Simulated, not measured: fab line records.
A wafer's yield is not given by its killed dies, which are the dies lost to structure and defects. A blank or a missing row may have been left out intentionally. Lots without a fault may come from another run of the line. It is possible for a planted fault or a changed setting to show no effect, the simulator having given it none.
The tool behind it: which one?	flow nand harc	Sampling: 12 lots, 36 wafers, 4 of 1302 route steps

## WHAT EACH GAUGE READ, for each wafer
NHARC_P_STI_CD_MEAS_16. Usual: cd nm at 199.0 nm, with a standard deviation of 1.8.
lot	measured	on	cd nm (nm)	flag
L858	day 2 20:58	cd sem-01	198.5 200.9 200.0	
L859	day 3 08:47	cd sem-02	196.8 197.9 196.6	
L862	day 4 13:04	cd sem-03	194.6 198.2 197.3	
L863	day 4 22:13	cd sem-03	197.0 196.1 195.5	
L864	day 5 08:02	cd sem-03	199.1 198.3 201.3	
L868	day 6 23:38	cd sem-03	196.1 197.9 196.3	
L869	day 7 13:10	cd sem-02	198.2 200.7 198.4	
L876	day 10 07:29	cd sem-01	200.5 198.7 197.6	
L878	day 11 05:11	cd sem-01	198.2 201.8 199.4	
L879	day 11 15:06	cd sem-02	200.0 200.7 204.3	
L880	day 12 01:52	cd sem-03	201.0 199.6 199.5	
L881	day 12 11:07	cd sem-01	196.1 196.3 197.5	

NHARC_P_GATE_CD_MEAS_46: target cd 720 nm. Usual: cd nm at 720.5 nm, with a standard deviation of 1.2.
lot	measured	on	cd nm (nm)	flag
L858	day 5 17:46	cd sem-01	720.7 719.4 719.9	
L859	day 5 21:25	cd sem-01	722.4 722.8 721.6	
L862	day 7 10:30	cd sem-03	721.2 720.9 720.5	
L863	day 7 17:37	cd sem-03	721.6 721.7 721.0	
L864	day 8 01:39	cd sem-03	721.7 720.9 720.7	
L868	day 9 13:37	cd sem-02	713.8 714.2 713.1	OFF
L869	day 10 04:13	cd sem-03	711.2 712.4 712.8	OFF
L876	day 13 00:11	cd sem-02	720.2 719.7 717.9	
L878	day 13 19:57	cd sem-01	721.5 721.1 722.0	
L879	day 14 04:10	cd sem-01	721.6 720.5 722.2	
L880	day 14 23:56	cd sem-02	719.6 720.7 721.4	
L881	day 14 23:33	cd sem-02	721.5 721.2 720.3	

## TOOL THAT RAN EACH LOT (tool first, then ch and the chambers of the sampled wafers, then the start)
lot	NHARC_P_STI_CMP_21	NHARC_P_GATE_PEB_44
L858	cmp-02 ch 0,3, day 3 17:49	litho track-05 ch 0, day 5 17:40
L859	cmp-04 ch 0,1,2, day 4 02:20	litho track-03 ch 0, day 5 21:19
L862	cmp-04 ch 0,2,3, day 5 09:07	litho track-07 ch 0, day 7 10:24
L863	cmp-02 ch 1,2,3, day 5 17:13	litho track-05 ch 0, day 7 17:32
L864	cmp-04 ch 0,1,2, day 6 02:53	litho track-07 ch 0, day 8 01:33
L868	cmp-02 ch 1,2, day 7 20:00	litho track-07 ch 0, day 9 13:32
L869	cmp-04 ch 1,2,3, day 8 06:56	litho track-07 ch 0, day 10 04:07
L876	cmp-03 ch 1,3, day 11 02:11	litho track-07 ch 0, day 13 00:05
L878	cmp-04 ch 0,2,3, day 11 23:29	litho track-07 ch 0, day 13 19:52
L879	cmp-02 ch 0,1, day 12 09:02	litho track-05 ch 0, day 14 04:04
L880	cmp-02 ch 2,3, day 12 20:46	litho track-05 ch 0, day 14 23:50
L881	cmp-04 ch 0,3, day 13 04:19	litho track-07 ch 0, day 14 23:28
- NHARC_P_STI_CMP_21: polishes, t overpolish 20 s, target thk 380.67 nm.
- NHARC_P_GATE_PEB_44: peb time 85 s.

## WHAT THE TOOLS THEMSELVES READ (means of the sampled wafers that have a number; where no wafer has one, the mark that the record gives instead)
NHARC_P_STI_CMP_21. Usual: motor current A 12.3 A, standard deviation 1.5; overpolish run s 20.000 s, standard deviation 0.0097.
lot	tool	motor current A (A)	overpolish run s (s)	flag
L858	cmp-02	12.5	19.997	
L859	cmp-04	12.6	20.004	
L862	cmp-04	11.0	20.004	
L863	cmp-02	13.1	20.008	
L864	cmp-04	12.4	19.990	
L868	cmp-02	12.8	19.995	
L869	cmp-04	12.2	19.998	
L876	cmp-03	14.1	20.001	
L878	cmp-04	11.3	20.000	
L879	cmp-02	12.1	20.007	
L880	cmp-02	14.0	19.999	
L881	cmp-04	10.3	19.998	

NHARC_P_GATE_PEB_44. Usual: chill plate temp C 22.98 C, standard deviation 0.09; heater power total W 163.96 W, standard deviation 0.28; plate temp C 117.98 C, standard deviation 0.13.
lot	tool	chill plate temp C (C)	heater power total W (W)	plate temp C (C)	flag
L858	litho track-05	23.05	163.79	117.90	
L859	litho track-03	22.96	164.02	118.12	
L862	litho track-07	22.97	163.90	117.96	
L863	litho track-05	22.94	164.16	117.99	
L864	litho track-07	23.03	163.87	118.09	
L868	litho track-07	23.04	157.10	114.26	OFF
L869	litho track-07	22.91	157.13	114.37	OFF
L876	litho track-07	23.03	163.86	117.90	
L878	litho track-07	22.98	163.75	117.97	
L879	litho track-05	23.08	163.89	118.02	
L880	litho track-05	23.03	163.81	118.02	
L881	litho track-07	22.93	164.10	117.95	

## THE ANSWER, worked out from the rows above alone
Rule: a lot counts as off when the mean over its wafers that have a number is more than 3 standard deviations away from the usual mean. Also off: a lot with no number at a reading for which 4 or more lots have one. The other lots that the step has rows for count as sound. First the gauges in route order, then the tools' own readings, where a lot's mean is used as printed above. The first step at which some lot is off is used, and at that step the reading that is off furthest; a lot without a number counts as furthest.
Off, at NHARC_P_GATE_CD_MEAS_46 on cd nm: L868, L869.
A tool fits if, at a process step before that reading, it ran every lot that is off, and no sound lot after the first of them. Not tried: the gauges at NHARC_P_GATE_CD_MEAS_46; whatever is off there is also off at NHARC_P_GATE_PEB_44, on other tools, and gauge error can't account for it. No candidate that was tried fits.

## WHAT WAS PUT IN BY THE SIMULATOR
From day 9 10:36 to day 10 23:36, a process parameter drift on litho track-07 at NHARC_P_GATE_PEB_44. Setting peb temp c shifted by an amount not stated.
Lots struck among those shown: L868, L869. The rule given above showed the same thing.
